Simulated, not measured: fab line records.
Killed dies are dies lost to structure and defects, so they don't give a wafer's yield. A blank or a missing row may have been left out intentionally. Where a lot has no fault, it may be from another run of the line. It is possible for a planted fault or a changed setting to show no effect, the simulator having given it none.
Problem report, 8D (eight disciplines) form, completed by code / flow n5_finfet / the parts of the form that need people (team, actions taken, sign-off) are left out

== 1. THE ISSUE ==
time_to_endpoint_s at N5_BEOL_M0_CMP_120 reads a mean of 96 s on 2 wafers of 2 lots; wafers without a fault read 63 s with a standard deviation of 3.3. That puts it +9.8 standard deviations away from the usual mean.
The step: polishes, stops on SiOC, t overpolish 6.9 s.
First observed at day 8 02:58: wafer L885.5, on cmp-02. Wafers with a number at this step in the record: 28, from 10 lots. Rule for "out", or "out of limits": more than 4 standard deviations from the usual mean. Any other wafer with a number is counted as sound.

== 2. WHAT IT IS, WHAT IT ISN'T ==
question=which readings at this step | is=time_to_endpoint_s | is not=motor_current_A
question=which lots | is=L885, L886 | is not=L879, L893, L894, L895, L897, L899, L900, L901
question=which wafers of those lots | is=L885.5, L886.6 | is not=L885.2, L886.2
question=read on which tools | is=cmp-02 | is not=cmp-01, cmp-04
question=when | is=from day 8 02:58 | is not=up to then (4 sound wafers); but 22 sound wafers of L886, L893, L894, L895, L897, L899, L900, L901 came after

== 3. WHAT RULES OUT EACH SUSPECT ==
Counting: a tool at a process step up to the reading stays a suspect if it ran every lot that is out. Sound lots after the first of them don't rule it out here, since some wafers of a struck lot are sound.
- ecd_cu-01 at N5_BEOL_M0_ECD_118 (material Cu, target thk 300 nm): kept. Every lot that is out went through it, the first being L885 (day 8 02:11); the last sound lot it ran before that was L879 (day 6 12:10).
- rtp_anneal-02 at N5_BEOL_M0_ANNEAL_119 (time 90 s): kept. Every lot that is out went through it, the first being L885 (day 8 02:38); the last sound lot it ran before that was L879 (day 6 12:31).
- cmp-02 at N5_BEOL_M0_CMP_120 (polishes, stops on SiOC, t overpolish 6.9 s): kept. It ran every lot that is out, first L885 (day 8 02:58). Out on those wafers are its own readings of time_to_endpoint_s.
The count leaves ecd_cu-01 at N5_BEOL_M0_ECD_118, rtp_anneal-02 at N5_BEOL_M0_ANNEAL_119, and cmp-02 at N5_BEOL_M0_CMP_120.

== 4. THE CAUSE (what the simulator had put in) ==
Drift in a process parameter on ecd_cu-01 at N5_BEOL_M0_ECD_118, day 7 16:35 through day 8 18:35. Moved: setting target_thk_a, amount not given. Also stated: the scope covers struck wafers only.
After counting, 3 suspects remain, this tool included.

== 5. SEQUENCE OF EFFECTS, ordered by route ==
Each row: a reading where the mean over the struck wafers with a number is more than 3 standard deviations away from the usual. Only readings whose record carries a usual standard deviation are examined. hours: median over the lots of the time between each lot's start at the first step of this table that gives one and its start at this step. sigmas: the change, counted in usual standard deviations.
hours=0; step=N5_BEOL_M0_CMP_120; reading=time_to_endpoint_s; usual=63 s; on struck wafers=96; change=+32; sigmas=+9.8
The process steps in it:
- N5_BEOL_M0_CMP_120: polishes, stops on SiOC, t overpolish 6.9 s.
At these later measuring or inspecting steps, every struck wafer for which the step has a row has a number for every such reading, and none has moved that far: N5_BEOL_M4_RC_MEAS_101.

== 6. WHAT WOULD HAVE CAUGHT IT SOONER ==
10 hours passed between the start of the fault at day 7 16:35 and the first reading out of limits in this record, taken at day 8 02:58.
Among the 2 lots that are out, L886 began N5_BEOL_M0_ECD_118 on ecd_cu-01 after day 8 02:58. A tool hold placed at that time would have kept it from harm.
